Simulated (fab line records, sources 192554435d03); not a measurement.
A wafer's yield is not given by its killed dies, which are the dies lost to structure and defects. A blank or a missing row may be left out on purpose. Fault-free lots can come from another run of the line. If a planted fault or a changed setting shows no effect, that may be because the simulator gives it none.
Matching of chambers ; flow n5_finfet ; rie_diel-02 running N5_BEOL_M13_DESCUM_15: 4 sister chambers
The step chemistry O2, time 7.9 s. 16 wafers are shown with their chamber, then 8 later ones without.

WAFERS PAIRED WITH THEIR CHAMBERS
wafer;chamber;drypump_motor_current_A (A);showerhead_plenum_p_Torr (Torr);throttle_valve_pct (%)
L079.4;0;5.8;2.11;20.13
L079.5;3;4.7;2.01;20.12
L079.6;2;6.1;2.12;20.55
L077.1;3;4.7;2.01;20.13
L077.4;1;6.4;2.22;20.46
L077.5;1;6.4;2.22;20.43
L083.1;2;6.1;2.11;20.56
L083.4;1;6.4;2.22;20.45
L083.6;3;4.7;2.01;20.11
L082.1;0;5.8;2.11;20.16
L082.5;3;4.8;2.01;20.13
L082.6;2;6.1;2.11;20.57
L084.2;2;6.1;2.11;20.56
L084.3;1;6.4;2.22;20.47
L084.5;3;4.7;2.01;20.14
L091.2;0;5.8;2.10;20.15

SIGNATURES (averages over the wafers above)
reading;chamber 0;chamber 1;chamber 2;chamber 3;scatter within a chamber
drypump_motor_current_A;5.800;6.400;6.100;4.720;0.0258
showerhead_plenum_p_Torr;2.1067;2.2200;2.1125;2.0100;0.00344
throttle_valve_pct;20.1467;20.4525;20.5600;20.1260;0.0131
Rule: a wafer's distance from a chamber is the root of the sum, over the readings, of the square of ((its reading less the chamber's mean) divided by the reading's scatter). If the next closest chamber is less than 2 further off than the closest, the wafer can't be placed; otherwise it belongs to the closest. The scatter is the square root of a quotient: the sum, over the shown wafers, of each reading's squared deviation from its chamber's mean, divided by wafers minus chambers.

WAFERS WITHOUT THEIR CHAMBER
wafer;drypump_motor_current_A (A);showerhead_plenum_p_Torr (Torr);throttle_valve_pct (%)
L091.3;6.1;2.11;20.58
L091.4;6.4;2.21;20.47
L096.2;5.8;2.10;20.17
L096.4;4.8;2.00;20.16
L096.6;4.7;2.00;20.15
L097.1;6.4;2.21;20.49
L097.2;5.7;2.10;20.20
L097.5;4.7;2.00;20.19

EACH ONE'S CHAMBER
wafer;from the rows above;in truth
L091.3;2;2
L091.4;1;1
L096.2;0;0
L096.4;3;3
L096.6;3;3
L097.1;1;1
L097.2;0;0
L097.5;3;3
Placed correctly: 8 of 8. Number that these rows cannot place: 0. Wrongly placed: 0.
